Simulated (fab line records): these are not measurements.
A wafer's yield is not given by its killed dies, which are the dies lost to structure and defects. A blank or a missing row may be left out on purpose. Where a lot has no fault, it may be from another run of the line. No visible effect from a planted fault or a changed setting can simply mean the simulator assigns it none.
Which tool did it? / flow nandHarc / Sampling: 12 lots, 35 wafers, 5 of 1302 route steps

WHAT THE GAUGES SHOWED, per wafer
NHARC_END_SORT_01. Usual: killedAtArray 57, standard deviation 19; killedAtOther 0.9, standard deviation 1.1; killedAtPeriphery 4.0, standard deviation 2.6; killedDies 62, standard deviation 19; killedOpen 3.3, standard deviation 1.8; killedShort 2.4, standard deviation 1.7.
lot=L342; measured=day 25 04:56; on=prober-02; killedAtArray=67 69 57; killedAtOther=0 1 0; killedAtPeriphery=1 0 6; killedDies=68 70 63; killedOpen=2 2 2; killedShort=2 6 3; flag=
lot=L341; measured=day 24 07:41; on=prober-02; killedAtArray=72 74 72; killedAtOther=0 0 0; killedAtPeriphery=5 10 6; killedDies=77 84 78; killedOpen=5 3 5; killedShort=4 2 6; flag=
lot=L351; measured=day 28 11:38; on=prober-02; killedAtArray=64 70; killedAtOther=0 2; killedAtPeriphery=0 3; killedDies=64 75; killedOpen=4 5; killedShort=1 4; flag=
lot=L359; measured=day 31 06:31; on=prober-02; killedAtArray=29 66 65; killedAtOther=2 2 1; killedAtPeriphery=4 2 5; killedDies=35 70 71; killedOpen=2 1 4; killedShort=3 4 2; flag=
lot=L362; measured=day 33 03:35; on=prober-02; killedAtArray=33 37 38; killedAtOther=0 1 0; killedAtPeriphery=4 4 1; killedDies=37 42 39; killedOpen=4 2 4; killedShort=0 1 2; flag=
lot=L363; measured=day 34 06:13; on=prober-01; killedAtArray=69 69 50; killedAtOther=0 0 0; killedAtPeriphery=10 7 3; killedDies=79 76 53; killedOpen=2 5 4; killedShort=3 1 1; flag=

TOOL THAT RAN EACH LOT (tool first, then ch and the chambers of the sampled wafers, then the start)
lot=L342; NHARC_A_CHANNEL_HOLE_D2_ETCH_21=harEtch-02 ch 0,1, day 13 02:00; NHARC_A_CHANNEL_HOLE_D2_ETCH_25=harEtch-02 ch 0,1, day 13 04:33; NHARC_A_CHANNEL_HOLE_D2_ETCH_26=harEtch-02 ch 0,1, day 13 05:20; NHARC_A_CHANNEL_FILL_D2_ALD_16=aldHk-01 ch 1,2,3, day 13 23:34
lot=L341; NHARC_A_CHANNEL_HOLE_D2_ETCH_21=harEtch-01 ch 0,1, day 13 02:11; NHARC_A_CHANNEL_HOLE_D2_ETCH_25=harEtch-01 ch 0,1, day 13 04:40; NHARC_A_CHANNEL_HOLE_D2_ETCH_26=harEtch-01 ch 0,1, day 13 05:34; NHARC_A_CHANNEL_FILL_D2_ALD_16=aldHk-03 ch 0,1,3, day 13 23:23
lot=L343; NHARC_A_CHANNEL_HOLE_D2_ETCH_21=harEtch-02 ch 0,1, day 13 21:15; NHARC_A_CHANNEL_HOLE_D2_ETCH_25=harEtch-02 ch 0,1, day 13 23:53; NHARC_A_CHANNEL_HOLE_D2_ETCH_26=harEtch-02 ch 0,1, day 14 00:32; NHARC_A_CHANNEL_FILL_D2_ALD_16=aldHk-01 ch 0,1,3, day 14 16:29
lot=L344; NHARC_A_CHANNEL_HOLE_D2_ETCH_21=harEtch-01 ch 0,1, day 14 11:50; NHARC_A_CHANNEL_HOLE_D2_ETCH_25=harEtch-01 ch 0,1, day 14 14:23; NHARC_A_CHANNEL_HOLE_D2_ETCH_26=harEtch-01 ch 0,1, day 14 15:08; NHARC_A_CHANNEL_FILL_D2_ALD_16=aldHk-04 ch 0,3, day 15 05:56
lot=L351; NHARC_A_CHANNEL_HOLE_D2_ETCH_21=harEtch-02 ch 0, day 17 11:22; NHARC_A_CHANNEL_HOLE_D2_ETCH_25=harEtch-02 ch 0, day 17 13:55; NHARC_A_CHANNEL_HOLE_D2_ETCH_26=harEtch-02 ch 0, day 17 14:41; NHARC_A_CHANNEL_FILL_D2_ALD_16=aldHk-01 ch 1,3, day 18 08:41
lot=L354; NHARC_A_CHANNEL_HOLE_D2_ETCH_21=harEtch-02 ch 0,1, day 18 22:24; NHARC_A_CHANNEL_HOLE_D2_ETCH_25=harEtch-02 ch 0,1, day 19 00:53; NHARC_A_CHANNEL_HOLE_D2_ETCH_26=harEtch-02 ch 0,1, day 19 01:46; NHARC_A_CHANNEL_FILL_D2_ALD_16=aldHk-01 ch 0,1, day 19 17:57
lot=L355; NHARC_A_CHANNEL_HOLE_D2_ETCH_21=harEtch-02 ch 0,1, day 19 10:25; NHARC_A_CHANNEL_HOLE_D2_ETCH_25=harEtch-02 ch 0,1, day 19 12:56; NHARC_A_CHANNEL_HOLE_D2_ETCH_26=harEtch-02 ch 0,1, day 19 13:41; NHARC_A_CHANNEL_FILL_D2_ALD_16=aldHk-04 ch 1,2, day 20 03:58
lot=L356; NHARC_A_CHANNEL_HOLE_D2_ETCH_21=harEtch-01 ch 0,1, day 19 10:38; NHARC_A_CHANNEL_HOLE_D2_ETCH_25=harEtch-01 ch 0,1, day 19 13:07; NHARC_A_CHANNEL_HOLE_D2_ETCH_26=harEtch-01 ch 0,1, day 19 13:59; NHARC_A_CHANNEL_FILL_D2_ALD_16=aldHk-04 ch 0,2, day 20 04:09
lot=L359; NHARC_A_CHANNEL_HOLE_D2_ETCH_21=harEtch-01 ch 0,1, day 20 08:52; NHARC_A_CHANNEL_HOLE_D2_ETCH_25=harEtch-01 ch 0,1, day 20 11:22; NHARC_A_CHANNEL_HOLE_D2_ETCH_26=harEtch-01 ch 0,1, day 20 12:14; NHARC_A_CHANNEL_FILL_D2_ALD_16=aldHk-04 ch 0,1,2, day 21 02:32
lot=L361; NHARC_A_CHANNEL_HOLE_D2_ETCH_21=harEtch-01 ch 0,1, day 21 16:55; NHARC_A_CHANNEL_HOLE_D2_ETCH_25=harEtch-01 ch 0,1, day 21 19:23; NHARC_A_CHANNEL_HOLE_D2_ETCH_26=harEtch-01 ch 0,1, day 21 20:16; NHARC_A_CHANNEL_FILL_D2_ALD_16=aldHk-03 ch 0,1,3, day 22 11:04
lot=L362; NHARC_A_CHANNEL_HOLE_D2_ETCH_21=harEtch-02 ch 0,1, day 22 03:07; NHARC_A_CHANNEL_HOLE_D2_ETCH_25=harEtch-02 ch 0,1, day 22 05:39; NHARC_A_CHANNEL_HOLE_D2_ETCH_26=harEtch-02 ch 0,1, day 22 06:25; NHARC_A_CHANNEL_FILL_D2_ALD_16=aldHk-01 ch 0,3, day 22 20:40
lot=L363; NHARC_A_CHANNEL_HOLE_D2_ETCH_21=harEtch-01 ch 0,1, day 23 03:45; NHARC_A_CHANNEL_HOLE_D2_ETCH_25=harEtch-01 ch 0,1, day 23 06:25; NHARC_A_CHANNEL_HOLE_D2_ETCH_26=harEtch-01 ch 0,1, day 23 06:58; NHARC_A_CHANNEL_FILL_D2_ALD_16=aldHk-04 ch 0,1,3, day 23 20:23
- NHARC_A_CHANNEL_HOLE_D2_ETCH_21: etches the open film in C4F8/O2/Ar, time 514.3 s, target depth 1600 nm.
- NHARC_A_CHANNEL_HOLE_D2_ETCH_25: etches the open film in C4F8/O2/Ar, time 1040.2 s, target depth 1500 nm.
- NHARC_A_CHANNEL_HOLE_D2_ETCH_26: etches the open film in C4F8/O2/Ar, time 224.1 s, target depth 300 nm.
- NHARC_A_CHANNEL_FILL_D2_ALD_16: deposits SiO2, target thk 1.5 nm, pulse time 10 s, ald cycles 15.

WHAT THE TOOLS THEMSELVES READ (means of the sampled wafers that have a number; where no wafer has one, the mark that the record gives instead)
NHARC_A_CHANNEL_HOLE_D2_ETCH_21. Usual: drypumpMotorCurrentA 5.5 A, standard deviation 0.44; showerheadPlenumPTorr 3.67 Torr, standard deviation 0.12; throttleValvePct 32.154 %, standard deviation 0.0086.
lot=L342; tool=harEtch-02; drypumpMotorCurrentA (A)=5.6; showerheadPlenumPTorr (Torr)=3.61; throttleValvePct (%)=32.157; flag=
lot=L341; tool=harEtch-01; drypumpMotorCurrentA (A)=5.2; showerheadPlenumPTorr (Torr)=3.66; throttleValvePct (%)=32.160; flag=
lot=L343; tool=harEtch-02; drypumpMotorCurrentA (A)=5.5; showerheadPlenumPTorr (Torr)=3.66; throttleValvePct (%)=32.152; flag=
lot=L344; tool=harEtch-01; drypumpMotorCurrentA (A)=5.6; showerheadPlenumPTorr (Torr)=3.62; throttleValvePct (%)=32.148; flag=
lot=L351; tool=harEtch-02; drypumpMotorCurrentA (A)=5.6; showerheadPlenumPTorr (Torr)=3.93; throttleValvePct (%)=32.151; flag=
lot=L354; tool=harEtch-02; drypumpMotorCurrentA (A)=5.6; showerheadPlenumPTorr (Torr)=3.84; throttleValvePct (%)=32.156; flag=
lot=L355; tool=harEtch-02; drypumpMotorCurrentA (A)=5.5; showerheadPlenumPTorr (Torr)=3.77; throttleValvePct (%)=32.156; flag=
lot=L356; tool=harEtch-01; drypumpMotorCurrentA (A)=5.6; showerheadPlenumPTorr (Torr)=3.58; throttleValvePct (%)=32.158; flag=
lot=L359; tool=harEtch-01; drypumpMotorCurrentA (A)=5.6; showerheadPlenumPTorr (Torr)=3.57; throttleValvePct (%)=32.151; flag=
lot=L361; tool=harEtch-01; drypumpMotorCurrentA (A)=5.2; showerheadPlenumPTorr (Torr)=3.59; throttleValvePct (%)=32.156; flag=
lot=L362; tool=harEtch-02; drypumpMotorCurrentA (A)=5.5; showerheadPlenumPTorr (Torr)=3.74; throttleValvePct (%)=32.150; flag=
lot=L363; tool=harEtch-01; drypumpMotorCurrentA (A)=5.2; showerheadPlenumPTorr (Torr)=3.58; throttleValvePct (%)=32.155; flag=

NHARC_A_CHANNEL_HOLE_D2_ETCH_25. Usual: drypumpMotorCurrentA 5.5 A, standard deviation 0.45; showerheadPlenumPTorr 3.66 Torr, standard deviation 0.12; throttleValvePct 32.237 %, standard deviation 0.0092.
lot=L342; tool=harEtch-02; drypumpMotorCurrentA (A)=5.6; showerheadPlenumPTorr (Torr)=3.61; throttleValvePct (%)=32.242; flag=
lot=L341; tool=harEtch-01; drypumpMotorCurrentA (A)=5.2; showerheadPlenumPTorr (Torr)=3.65; throttleValvePct (%)=32.237; flag=
lot=L343; tool=harEtch-02; drypumpMotorCurrentA (A)=5.5; showerheadPlenumPTorr (Torr)=3.66; throttleValvePct (%)=32.238; flag=
lot=L344; tool=harEtch-01; drypumpMotorCurrentA (A)=5.6; showerheadPlenumPTorr (Torr)=3.61; throttleValvePct (%)=32.228; flag=
lot=L351; tool=harEtch-02; drypumpMotorCurrentA (A)=5.6; showerheadPlenumPTorr (Torr)=3.93; throttleValvePct (%)=32.235; flag=
lot=L354; tool=harEtch-02; drypumpMotorCurrentA (A)=5.6; showerheadPlenumPTorr (Torr)=3.84; throttleValvePct (%)=32.233; flag=
lot=L355; tool=harEtch-02; drypumpMotorCurrentA (A)=5.5; showerheadPlenumPTorr (Torr)=3.76; throttleValvePct (%)=32.237; flag=
lot=L356; tool=harEtch-01; drypumpMotorCurrentA (A)=5.6; showerheadPlenumPTorr (Torr)=3.57; throttleValvePct (%)=32.239; flag=
lot=L359; tool=harEtch-01; drypumpMotorCurrentA (A)=5.6; showerheadPlenumPTorr (Torr)=3.57; throttleValvePct (%)=32.242; flag=
lot=L361; tool=harEtch-01; drypumpMotorCurrentA (A)=5.2; showerheadPlenumPTorr (Torr)=3.59; throttleValvePct (%)=32.241; flag=
lot=L362; tool=harEtch-02; drypumpMotorCurrentA (A)=5.5; showerheadPlenumPTorr (Torr)=3.74; throttleValvePct (%)=32.233; flag=
lot=L363; tool=harEtch-01; drypumpMotorCurrentA (A)=5.2; showerheadPlenumPTorr (Torr)=3.58; throttleValvePct (%)=32.244; flag=

NHARC_A_CHANNEL_HOLE_D2_ETCH_26. Usual: drypumpMotorCurrentA 5.5 A, standard deviation 0.45; showerheadPlenumPTorr 3.71 Torr, standard deviation 0.13; throttleValvePct 24.584 %, standard deviation 0.0085.
lot=L342; tool=harEtch-02; drypumpMotorCurrentA (A)=5.6; showerheadPlenumPTorr (Torr)=3.65; throttleValvePct (%)=24.582; flag=
lot=L341; tool=harEtch-01; drypumpMotorCurrentA (A)=5.2; showerheadPlenumPTorr (Torr)=3.70; throttleValvePct (%)=24.584; flag=
lot=L343; tool=harEtch-02; drypumpMotorCurrentA (A)=5.5; showerheadPlenumPTorr (Torr)=3.71; throttleValvePct (%)=24.575; flag=
lot=L344; tool=harEtch-01; drypumpMotorCurrentA (A)=5.6; showerheadPlenumPTorr (Torr)=3.66; throttleValvePct (%)=24.588; flag=
lot=L351; tool=harEtch-02; drypumpMotorCurrentA (A)=5.5; showerheadPlenumPTorr (Torr)=3.99; throttleValvePct (%)=24.575; flag=
lot=L354; tool=harEtch-02; drypumpMotorCurrentA (A)=5.5; showerheadPlenumPTorr (Torr)=3.90; throttleValvePct (%)=24.585; flag=
lot=L355; tool=harEtch-02; drypumpMotorCurrentA (A)=5.5; showerheadPlenumPTorr (Torr)=3.81; throttleValvePct (%)=24.586; flag=
lot=L356; tool=harEtch-01; drypumpMotorCurrentA (A)=5.6; showerheadPlenumPTorr (Torr)=3.62; throttleValvePct (%)=24.583; flag=
lot=L359; tool=harEtch-01; drypumpMotorCurrentA (A)=5.7; showerheadPlenumPTorr (Torr)=3.61; throttleValvePct (%)=24.581; flag=
lot=L361; tool=harEtch-01; drypumpMotorCurrentA (A)=5.2; showerheadPlenumPTorr (Torr)=3.63; throttleValvePct (%)=24.590; flag=
lot=L362; tool=harEtch-02; drypumpMotorCurrentA (A)=5.5; showerheadPlenumPTorr (Torr)=3.79; throttleValvePct (%)=24.587; flag=
lot=L363; tool=harEtch-01; drypumpMotorCurrentA (A)=5.2; showerheadPlenumPTorr (Torr)=3.62; throttleValvePct (%)=24.585; flag=

NHARC_A_CHANNEL_FILL_D2_ALD_16. Usual: heaterPowerW 471 W, standard deviation 48; precursorPulseHeightRel 1.003, standard deviation 0.021.
lot=L342; tool=aldHk-01; heaterPowerW (W)=478; precursorPulseHeightRel=0.986; flag=
lot=L341; tool=aldHk-03; heaterPowerW (W)=475; precursorPulseHeightRel=0.978; flag=
lot=L343; tool=aldHk-01; heaterPowerW (W)=498; precursorPulseHeightRel=0.977; flag=
lot=L344; tool=aldHk-04; heaterPowerW (W)=466; precursorPulseHeightRel=0.995; flag=
lot=L351; tool=aldHk-01; heaterPowerW (W)=489; precursorPulseHeightRel=1.020; flag=
lot=L354; tool=aldHk-01; heaterPowerW (W)=492; precursorPulseHeightRel=1.007; flag=
lot=L355; tool=aldHk-04; heaterPowerW (W)=405; precursorPulseHeightRel=1.011; flag=
lot=L356; tool=aldHk-04; heaterPowerW (W)=477; precursorPulseHeightRel=1.016; flag=
lot=L359; tool=aldHk-04; heaterPowerW (W)=446; precursorPulseHeightRel=0.974; flag=
lot=L361; tool=aldHk-03; heaterPowerW (W)=476; precursorPulseHeightRel=0.996; flag=
lot=L362; tool=aldHk-01; heaterPowerW (W)=535; precursorPulseHeightRel=1.008; flag=
lot=L363; tool=aldHk-04; heaterPowerW (W)=451; precursorPulseHeightRel=1.013; flag=

THE ANSWER, worked out from the rows above alone
Rule: a lot is off if the mean of its wafers that have a number lies more than 3 standard deviations from the usual mean. A lot without any number at a reading at which 4 lots or more have one is off too. All remaining lots with rows at the step are treated as sound. After the gauges, taken in route order, come the tools' own readings; for these a lot's mean is taken, as printed above. At the first step where some lot is off, the reading lying furthest off is the one used; lots without a number count as furthest.
Nothing can be told from this: no lot is off at any reading shown.

WHAT WAS PUT IN BY THE SIMULATOR
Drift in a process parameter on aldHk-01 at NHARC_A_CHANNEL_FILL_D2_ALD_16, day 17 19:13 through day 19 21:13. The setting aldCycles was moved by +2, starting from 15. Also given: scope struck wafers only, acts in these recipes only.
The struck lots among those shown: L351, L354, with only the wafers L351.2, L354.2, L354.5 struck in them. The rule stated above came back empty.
